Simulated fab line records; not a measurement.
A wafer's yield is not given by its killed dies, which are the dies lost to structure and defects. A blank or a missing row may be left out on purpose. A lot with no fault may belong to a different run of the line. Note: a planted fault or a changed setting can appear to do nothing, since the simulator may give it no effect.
Matching of chambers / flow nand-harc / NHARC_P_CONTACT_CMP_24 on cmp-04: 4 sister chambers
The step polishes, t overpolish 30 s, target thk 200 nm. 18 wafers are shown with their chamber, then 9 later ones without.

## WAFERS, EACH WITH ITS CHAMBER
wafer=L077.1; chamber=0; motor-current-A (A)=10.6; retaining-ring-pressure-frac=0.993; edge-zone-pressure-frac=0.991
wafer=L077.5; chamber=0; motor-current-A (A)=9.9; retaining-ring-pressure-frac=0.995; edge-zone-pressure-frac=0.990
wafer=L077.6; chamber=3; motor-current-A (A)=11.4; retaining-ring-pressure-frac=0.993; edge-zone-pressure-frac=0.998
wafer=L081.1; chamber=3; motor-current-A (A)=11.3; retaining-ring-pressure-frac=1.000; edge-zone-pressure-frac=1.002
wafer=L081.5; chamber=0; motor-current-A (A)=10.6; retaining-ring-pressure-frac=1.001; edge-zone-pressure-frac=0.997
wafer=L081.6; chamber=3; motor-current-A (A)=11.6; retaining-ring-pressure-frac=1.004; edge-zone-pressure-frac=1.003
wafer=L084.1; chamber=1; motor-current-A (A)=10.4; retaining-ring-pressure-frac=0.995; edge-zone-pressure-frac=1.005
wafer=L084.4; chamber=2; motor-current-A (A)=11.0; retaining-ring-pressure-frac=1.012; edge-zone-pressure-frac=1.002
wafer=L084.6; chamber=0; motor-current-A (A)=10.5; retaining-ring-pressure-frac=1.007; edge-zone-pressure-frac=0.997
wafer=L086.2; chamber=0; motor-current-A (A)=10.3; retaining-ring-pressure-frac=1.004; edge-zone-pressure-frac=1.009
wafer=L086.5; chamber=2; motor-current-A (A)=11.6; retaining-ring-pressure-frac=1.006; edge-zone-pressure-frac=0.991
wafer=L086.6; chamber=1; motor-current-A (A)=11.2; retaining-ring-pressure-frac=0.996; edge-zone-pressure-frac=1.009
wafer=L087.1; chamber=2; motor-current-A (A)=11.2; retaining-ring-pressure-frac=0.999; edge-zone-pressure-frac=1.007
wafer=L087.4; chamber=3; motor-current-A (A)=12.1; retaining-ring-pressure-frac=0.998; edge-zone-pressure-frac=0.989
wafer=L087.6; chamber=2; motor-current-A (A)=12.1; retaining-ring-pressure-frac=1.005; edge-zone-pressure-frac=1.002
wafer=L091.1; chamber=2; motor-current-A (A)=11.6; retaining-ring-pressure-frac=1.003; edge-zone-pressure-frac=0.994
wafer=L091.3; chamber=0; motor-current-A (A)=9.8; retaining-ring-pressure-frac=0.997; edge-zone-pressure-frac=1.001
wafer=L091.6; chamber=0; motor-current-A (A)=10.4; retaining-ring-pressure-frac=1.006; edge-zone-pressure-frac=1.000

SIGNATURES (means of the wafers above)
reading=motor-current-A; chamber 0=10.300; chamber 1=10.800; chamber 2=11.500; chamber 3=11.600; scatter within a chamber=0.384
reading=retaining-ring-pressure-frac; chamber 0=1.00043; chamber 1=0.99550; chamber 2=1.00500; chamber 3=0.99875; scatter within a chamber=0.00491
reading=edge-zone-pressure-frac; chamber 0=0.99786; chamber 1=1.00700; chamber 2=0.99920; chamber 3=0.99800; scatter within a chamber=0.00627
Rule: a wafer lies at a distance from a chamber equal to the root of the sum of squares, over the readings, of (its reading less the chamber's mean, divided by the reading's scatter). The wafer belongs to the nearest chamber; if the next one is less than 2 further off, it can't be placed. How the scatter is found: for the shown wafers, subtract from each reading the mean of its chamber, square and add these, divide the total by (wafers less chambers), then take the root.

## WAFERS MISSING THEIR CHAMBER
wafer=L093.1; motor-current-A (A)=11.3; retaining-ring-pressure-frac=0.998; edge-zone-pressure-frac=0.996
wafer=L093.2; motor-current-A (A)=10.1; retaining-ring-pressure-frac=0.989; edge-zone-pressure-frac=1.006
wafer=L093.4; motor-current-A (A)=11.7; retaining-ring-pressure-frac=1.005; edge-zone-pressure-frac=1.004
wafer=L095.1; motor-current-A (A)=10.7; retaining-ring-pressure-frac=1.004; edge-zone-pressure-frac=1.009
wafer=L095.5; motor-current-A (A)=11.9; retaining-ring-pressure-frac=0.997; edge-zone-pressure-frac=1.000
wafer=L095.6; motor-current-A (A)=11.3; retaining-ring-pressure-frac=1.003; edge-zone-pressure-frac=0.993
wafer=L097.3; motor-current-A (A)=11.3; retaining-ring-pressure-frac=1.007; edge-zone-pressure-frac=0.996
wafer=L097.5; motor-current-A (A)=10.0; retaining-ring-pressure-frac=1.004; edge-zone-pressure-frac=1.004
wafer=L097.6; motor-current-A (A)=10.4; retaining-ring-pressure-frac=0.993; edge-zone-pressure-frac=0.998

## CHAMBER TAKEN BY EACH
wafer=L093.1; from the rows above=can't be placed: 3 or 2 or 1 or 0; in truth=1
wafer=L093.2; from the rows above=can't be placed: 1 or 0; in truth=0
wafer=L093.4; from the rows above=can't be placed: 2 or 3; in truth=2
wafer=L095.1; from the rows above=can't be placed: 1 or 0 or 2 or 3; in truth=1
wafer=L095.5; from the rows above=can't be placed: 3 or 2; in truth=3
wafer=L095.6; from the rows above=can't be placed: 2 or 3 or 0 or 1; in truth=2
wafer=L097.3; from the rows above=can't be placed: 2 or 3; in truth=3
wafer=L097.5; from the rows above=can't be placed: 0 or 1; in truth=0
wafer=L097.6; from the rows above=can't be placed: 0 or 1 or 3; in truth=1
Placed correctly: 0 of 9. Cannot be placed on the basis of these rows: 9; the candidates contain the true chamber in 9. Number placed wrongly: 0.
